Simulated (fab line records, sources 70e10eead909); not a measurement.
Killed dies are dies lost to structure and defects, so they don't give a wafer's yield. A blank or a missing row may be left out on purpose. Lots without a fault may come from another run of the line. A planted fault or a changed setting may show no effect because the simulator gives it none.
A struck lot beside a sound one | flow nand_harc | 14 steps out of a route of 1159
Sound: wafers L236.1, L236.4, L236.5. Struck: wafers L235.2, L235.4, L235.6. The cause comes at the end.
At each step with rows: each side's tool, then ch and its chambers, then its first start. Under that, the readings that differ: sound wafers | struck wafers | difference of the means | sigmas: that difference in standard deviations of wafers without a fault.
alike: readings whose means differ by less than 2 such deviations, and words and numbers that are the same on both sides. not compared: withheld readings, readings that some wafer has no value for, bounds like >300 that may hide the same value, and numbers for which the record gives no deviation and whose values overlap.
The two part at a step that has a row with sigmas, a row that says differs or no value, or rows on one side only. Numbers that don't overlap but have no deviation are shown without sigmas and don't part them. A reading that every wafer of one side lacks parts them only if that side has two wafers or more.

first, 9 steps without rows for these wafers: NHARC_A_STAIRCASE_DEHYDRATE_302 (time 120 s); NHARC_A_STAIRCASE_HMDS_303 (time 30 s); NHARC_A_STAIRCASE_COAT_304; NHARC_A_STAIRCASE_SOFTBAKE_305 (time 170 s); NHARC_A_STAIRCASE_EBR_306; NHARC_A_STAIRCASE_EXPOSE_307 (exposes mask CHOP 50); NHARC_A_STAIRCASE_PEB_308 (peb time 130 s); NHARC_A_STAIRCASE_DEVELOP_309 (time 140 s); NHARC_A_STAIRCASE_HARDBAKE_311 (time 140 s).
NHARC_A_STAIRCASE_DESCUM_312: chemistry O2, time 3 s.
  sound on rie_diel-13 ch 1,2,3, day 14 03:10; struck on rie_diel-07 ch 1,2,3, day 14 04:01
  alike: drypump_motor_current_A, oes_product_au, rf_vpp_V, showerhead_plenum_p_Torr, throttle_valve_pct
  not compared: rf_hours_counter_h
NHARC_A_STAIRCASE_ETCH_313: etches the open film in CF4/CHF3.
  sound on rie_diel-13 ch 0,3, day 14 03:14; struck on rie_diel-07 ch 2,3, day 14 04:09
  alike: drypump_motor_current_A, oes_product_au, rf_vpp_V, showerhead_plenum_p_Torr, throttle_valve_pct
  not compared: rf_hours_counter_h
NHARC_A_STAIRCASE_HM_OPEN_463: chemistry O2/COS.
  sound on rie_diel-13 ch 0,1,3, day 14 03:25; struck on rie_diel-07 ch 0,1,2, day 14 04:17
  reading               | sound             | struck            | difference | sigmas
  oes_product_au (a.u.) | 0.991 1.000 1.002 | 1.371 1.327 1.347 | +0.351     | +35
  alike: drypump_motor_current_A, rf_vpp_V, showerhead_plenum_p_Torr, throttle_valve_pct
  not compared: rf_hours_counter_h
then, 2 steps without rows for these wafers: NHARC_A_STAIRCASE_STRIP_464 (strips in O2/COS); NHARC_END_SORT_01.

WHERE THEY PART
Only at NHARC_A_STAIRCASE_HM_OPEN_463, within this record.

WHY: what the simulator had put in
Process parameter drift: rie_diel-07, from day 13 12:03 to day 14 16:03, at NHARC_A_STAIRCASE_HM_OPEN_463. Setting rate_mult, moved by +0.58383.
